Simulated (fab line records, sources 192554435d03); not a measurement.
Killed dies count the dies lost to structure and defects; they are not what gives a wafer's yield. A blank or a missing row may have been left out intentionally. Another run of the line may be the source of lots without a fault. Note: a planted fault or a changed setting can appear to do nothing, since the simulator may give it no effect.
Matching of chambers | flow n5 finfet | N5_BEOL_M8_DEP_56 on pecvd-04 has 3 sister chambers
The step deposits SiCN from 3MS/NH3, target thk 10 nm, time 17.5 s. 18 wafers are shown with their chamber, then 9 later ones without.

## WAFERS WITH THEIR CHAMBER
wafer  | chamber | throttle valve pct (%) | showerhead plenum p Torr (Torr)
L074.1 | 2       | 8.6                    | 3.661
L074.3 | 0       | 8.9                    | 3.660
L074.4 | 0       | 9.2                    | 3.657
L075.2 | 0       | 9.2                    | 3.662
L075.5 | 2       | 8.7                    | 3.657
L075.6 | 0       | 9.1                    | 3.658
L078.3 | 0       | 9.2                    | 3.646
L078.4 | 2       | 8.9                    | 3.647
L078.5 | 0       | 9.5                    | 3.660
L085.2 | 1       | 8.4                    | 3.664
L085.3 | 2       | 8.5                    | 3.665
L085.4 | 2       | 9.0                    | 3.660
L087.1 | 1       | 8.6                    | 3.657
L087.5 | 1       | 8.8                    | 3.665
L087.6 | 0       | 9.1                    | 3.660
L093.3 | 0       | 9.2                    | 3.652
L093.5 | 0       | 9.0                    | 3.663
L093.6 | 1       | 8.6                    | 3.673

SIGNATURES (means of the wafers above)
reading                  | chamber 0 | chamber 1 | chamber 2 | scatter within a chamber
throttle valve pct       | 9.156     | 8.600     | 8.740     | 0.178
showerhead plenum p Torr | 3.65756   | 3.66475   | 3.65800   | 0.00603
Rule: for a wafer and a chamber, the distance is found by dividing, reading by reading, the gap between the wafer's reading and the chamber's mean by the reading's scatter, squaring, summing and taking the root. If the next closest chamber is less than 2 further off than the closest, the wafer can't be placed; otherwise it belongs to the closest. The scatter is the square root of a quotient: the sum, over the shown wafers, of each reading's squared deviation from its chamber's mean, divided by wafers minus chambers.

## WAFERS WHOSE CHAMBER IS MISSING
wafer  | throttle valve pct (%) | showerhead plenum p Torr (Torr)
L092.2 | 8.7                    | 3.659
L092.4 | 9.1                    | 3.660
L092.5 | 8.6                    | 3.670
L094.2 | 9.3                    | 3.651
L094.3 | 8.8                    | 3.672
L094.5 | 8.7                    | 3.669
L095.1 | 9.0                    | 3.665
L095.4 | 9.2                    | 3.662
L095.6 | 8.8                    | 3.672

## WHICH CHAMBER EACH ONE RAN IN
wafer  | from the rows above          | in truth
L092.2 | can't be placed: 2 or 1      | 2
L092.4 | can't be placed: 0 or 2      | 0
L092.5 | can't be placed: 1 or 2      | 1
L094.2 | can't be placed: 0 or 2      | 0
L094.3 | can't be placed: 1 or 2 or 0 | 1
L094.5 | can't be placed: 1 or 2      | 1
L095.1 | can't be placed: 0 or 2 or 1 | 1
L095.4 | can't be placed: 0 or 2      | 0
L095.6 | can't be placed: 1 or 2 or 0 | 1
0 of 9 placed correctly. Can't be placed from these rows: 9 (the true chamber is among the candidates in 9). 0 placed wrongly.
